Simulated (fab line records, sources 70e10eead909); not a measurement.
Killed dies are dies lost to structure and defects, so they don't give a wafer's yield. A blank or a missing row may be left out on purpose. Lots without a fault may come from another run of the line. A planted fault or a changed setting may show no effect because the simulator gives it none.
Which tool did it? | flow nand_harc | 13 lots, 38 wafers sampled, at 6 steps of a route of 1302

WHAT THE GAUGES READ, wafer by wafer
NHARC_END_SORT_01. Usual: defect_limited_yield 89.8 %, standard deviation 2.9; killed_at_array 65, standard deviation 19; killed_at_other 0.9, standard deviation 1.1; killed_at_periphery 3.5, standard deviation 2.3; killed_dies 69, standard deviation 19; killed_open 3.2, standard deviation 1.8; killed_short 2.4, standard deviation 1.5.
lot  | measured     | on        | defect_limited_yield (%) | killed_at_array | killed_at_other | killed_at_periphery | killed_dies | killed_open | killed_short | flag
L324 | day 29 17:41 | prober-02 | 86.0 86.4                | 91 87           | 0 2             | 4 3                 | 95 92       | 7 7         | 4 0          |
L325 | day 29 04:04 | prober-02 | 91.1 93.2                | 58 43           | 1 1             | 1 2                 | 60 46       | 1 2         | 3 1          |

WHICH TOOL RAN EACH LOT (tool, then ch and the chambers of the sampled wafers, then the start)
lot  | NHARC_A_M0_PRE_CLEAN_31         | NHARC_A_M0_DEP_32               | NHARC_A_M1_PVD_20                       | NHARC_A_M1_ECD_22              | NHARC_A_M1_CMP_23
L315 | pecvd-02 ch 0,1, day 23 06:25   | pecvd-02 ch 0,1, day 23 06:30   | pvd_sputter-03, day 23 09:12 or earlier | ecd_cu-01 ch 0,1, day 23 09:12 | cmp-04 ch 1,2, day 23 09:58
L317 | pecvd-04 ch 0,1,2, day 23 23:13 | pecvd-04 ch 0,1,2, day 23 23:19 | pvd_sputter-02, day 24 02:04 or earlier | ecd_cu-02 ch 0, day 24 02:04   | cmp-02 ch 1,2,3, day 24 02:49
L316 | pecvd-02 ch 0,1,2, day 24 00:18 | pecvd-02 ch 0,1,2, day 24 00:23 | pvd_sputter-02, day 24 03:20 or earlier | ecd_cu-01 ch 0,1, day 24 03:20 | cmp-01 ch 0,1, day 24 03:59
L318 | pecvd-04 ch 0,1,2, day 24 17:01 | pecvd-04 ch 0,1,2, day 24 17:07 | pvd_sputter-02, day 24 19:53 or earlier | ecd_cu-01 ch 0,1, day 24 19:53 | cmp-04 ch 0,2,3, day 24 20:56
L321 | pecvd-01 ch 0,1,2, day 25 12:46 | pecvd-01 ch 0,1,2, day 25 12:51 | pvd_sputter-03, day 25 16:08 or earlier | ecd_cu-01 ch 0,1, day 25 16:08 | cmp-01 ch 1,2,3, day 25 16:51
L324 | pecvd-01 ch 1,2, day 27 13:04   | pecvd-01 ch 1,2, day 27 13:14   | pvd_sputter-03, day 27 16:04 or earlier | ecd_cu-02 ch 0,1, day 27 16:04 | cmp-01 ch 0,1, day 27 16:43
L325 | pecvd-01 ch 1,2, day 27 17:50   | pecvd-01 ch 1,2, day 27 17:55   | pvd_sputter-03, day 27 20:36 or earlier | ecd_cu-02 ch 0,1, day 27 20:36 | cmp-02 ch 0,1,2, day 27 21:21
L332 | pecvd-02 ch 0,1, day 30 23:40   | pecvd-02 ch 0,1, day 30 23:46   | pvd_sputter-02, day 31 02:39 or earlier | ecd_cu-01 ch 0,1, day 31 02:39 | cmp-02 ch 0,3, day 31 03:20
L333 | pecvd-04 ch 0,1, day 31 07:05   | pecvd-04 ch 0,1, day 31 07:12   | pvd_sputter-01, day 31 09:58 or earlier | ecd_cu-01 ch 0,1, day 31 09:58 | cmp-04 ch 0,2,3, day 31 10:44
L335 | pecvd-02 ch 0,1,2, day 31 15:38 | pecvd-02 ch 0,1,2, day 31 15:43 | pvd_sputter-01, day 31 18:25 or earlier | ecd_cu-01 ch 0,1, day 31 18:25 | cmp-04 ch 1,2,3, day 31 19:10
L334 | pecvd-01 ch 1,2, day 31 16:05   | pecvd-01 ch 1,2, day 31 16:10   | pvd_sputter-03, day 31 18:59 or earlier | ecd_cu-02 ch 0, day 31 18:59   | cmp-02 ch 0,1,3, day 31 19:45
L336 | pecvd-01 ch 0,1,2, day 32 13:19 | pecvd-01 ch 0,1,2, day 32 13:25 | pvd_sputter-02, day 32 16:04 or earlier | ecd_cu-01 ch 0,1, day 32 16:04 | cmp-01 ch 1,2, day 32 16:49
L337 | pecvd-01 ch 0,1,2, day 32 13:59 | pecvd-01 ch 0,1,2, day 32 14:04 | pvd_sputter-02, day 32 16:47 or earlier | ecd_cu-01 ch 0,1, day 32 16:47 | cmp-04 ch 0,2,3, day 32 17:35
- NHARC_A_M0_PRE_CLEAN_31: time 12 s.
- NHARC_A_M0_DEP_32: deposits SiCN, target thk 30 nm.
- NHARC_A_M1_PVD_20: deposits TaN, target thk 5 nm, time 8.06 s.
- NHARC_A_M1_ECD_22: material Cu, target thk 400 nm.
- NHARC_A_M1_CMP_23: polishes, t overpolish 20 s, target thk 154.34 nm.

WHAT THE TOOLS THEMSELVES READ (means of the sampled wafers that have a number; where no wafer has one, the mark that the record gives instead)
NHARC_A_M0_PRE_CLEAN_31. Usual: heater_power_outer_w 376 W, standard deviation 63; heater_power_w 629 W, standard deviation 73; susceptor_temp_C 370.00 C, standard deviation 0.23.
lot  | tool     | heater_power_outer_w (W) | heater_power_w (W) | susceptor_temp_C (C) | flag
L315 | pecvd-02 | 384                      | 635                | 369.80               |
L317 | pecvd-04 | 398                      | 646                | 369.87               |
L316 | pecvd-02 | 384                      | 618                | 369.87               |
L318 | pecvd-04 | 414                      | 671                | 369.92               |
L321 | pecvd-01 | 311                      | 564                | 370.02               |
L324 | pecvd-01 | 368                      | 630                | 370.15               |
L325 | pecvd-01 | 300                      | 548                | 370.03               |
L332 | pecvd-02 | 426                      | 687                | 370.04               |
L333 | pecvd-04 | 410                      | 663                | 369.82               |
L335 | pecvd-02 | 382                      | 622                | 370.04               |
L334 | pecvd-01 | 386                      | 669                | 369.91               |
L336 | pecvd-01 | 349                      | 632                | 369.95               |
L337 | pecvd-01 | 331                      | 598                | 370.39               |

NHARC_A_M0_DEP_32. Usual: heater_power_outer_w 336 W, standard deviation 59; heater_power_w 577 W, standard deviation 70; susceptor_temp_C 369.99 C, standard deviation 0.22.
lot  | tool     | heater_power_outer_w (W) | heater_power_w (W) | susceptor_temp_C (C) | flag
L315 | pecvd-02 | 379                      | 612                | 370.02               |
L317 | pecvd-04 | 366                      | 611                | 369.85               |
L316 | pecvd-02 | 366                      | 621                | 370.00               |
L318 | pecvd-04 | 319                      | 535                | 369.89               |
L321 | pecvd-01 | 320                      | 568                | 370.27               |
L324 | pecvd-01 | 284                      | 522                | 369.96               |
L325 | pecvd-01 | 309                      | 551                | 370.15               |
L332 | pecvd-02 | 367                      | 597                | 370.08               |
L333 | pecvd-04 | 324                      | 541                | 370.06               |
L335 | pecvd-02 | 364                      | 617                | 369.83               |
L334 | pecvd-01 | 293                      | 539                | 370.10               |
L336 | pecvd-01 | 283                      | 532                | 369.96               |
L337 | pecvd-01 | 296                      | 565                | 369.98               |

NHARC_A_M1_PVD_20. Usual: throttle_valve_pct 29.7 %, standard deviation 0.78.
lot  | tool           | throttle_valve_pct (%) | flag
L315 | pvd_sputter-03 | 29.0                   |
L317 | pvd_sputter-02 | 29.6                   |
L316 | pvd_sputter-02 | 29.9                   |
L318 | pvd_sputter-02 | 29.8                   |
L321 | pvd_sputter-03 | 28.7                   |
L324 | pvd_sputter-03 | 28.6                   |
L325 | pvd_sputter-03 | 29.0                   |
L332 | pvd_sputter-02 | 30.0                   |
L333 | pvd_sputter-01 | 29.7                   |
L335 | pvd_sputter-01 | 30.1                   |
L334 | pvd_sputter-03 | 29.5                   |
L336 | pvd_sputter-02 | 30.1                   |
L337 | pvd_sputter-02 | 30.1                   |

NHARC_A_M1_CMP_23. Usual: edge_zone_pressure_frac 1.000, standard deviation 0.0045; motor_current_A 12.3 A, standard deviation 1; retaining_ring_pressure_frac 1.001, standard deviation 0.0049; time_to_endpoint_s 28 s, standard deviation 3.1.
lot  | tool   | edge_zone_pressure_frac | motor_current_A (A) | retaining_ring_pressure_frac | time_to_endpoint_s (s) | flag
L315 | cmp-04 | 0.999                   | 12.8                | 1.000                        | 21                     |
L317 | cmp-02 | 1.000                   | 11.6                | 1.003                        | 30                     |
L316 | cmp-01 | 1.004                   | 13.0                | 1.002                        | 28                     |
L318 | cmp-04 | 1.001                   | 12.1                | 1.002                        | 25                     |
L321 | cmp-01 | 1.000                   | 12.4                | 1.000                        | 27                     |
L324 | cmp-01 | 0.996                   | 12.8                | 1.002                        | 19                     |
L325 | cmp-02 | 1.001                   | 11.9                | 1.002                        | 23                     |
L332 | cmp-02 | 1.000                   | 10.7                | 1.000                        | 29                     |
L333 | cmp-04 | 0.995                   | 12.7                | 0.995                        | 28                     |
L335 | cmp-04 | 0.996                   | 12.5                | 0.997                        | 29                     |
L334 | cmp-02 | 0.998                   | 11.2                | 1.000                        | 30                     |
L336 | cmp-01 | 0.998                   | 13.1                | 1.003                        | 29                     |
L337 | cmp-04 | 1.001                   | 12.4                | 0.999                        | 28                     |

THE ANSWER, worked out from the rows above alone
Rule: a lot is off if the mean of its wafers that have a number lies more than 3 standard deviations from the usual mean. A lot without any number at a reading at which 4 lots or more have one is off too. The other lots that the step has rows for count as sound. The gauges are gone through in route order, then the tools' own readings, and for those a lot's mean is taken as printed above. The first step at which some lot is off is used, and at that step the reading that is off furthest; a lot without a number counts as furthest.
No lot is off at any reading shown: from this, nothing can be told.

WHAT THE SIMULATOR HAD PUT IN
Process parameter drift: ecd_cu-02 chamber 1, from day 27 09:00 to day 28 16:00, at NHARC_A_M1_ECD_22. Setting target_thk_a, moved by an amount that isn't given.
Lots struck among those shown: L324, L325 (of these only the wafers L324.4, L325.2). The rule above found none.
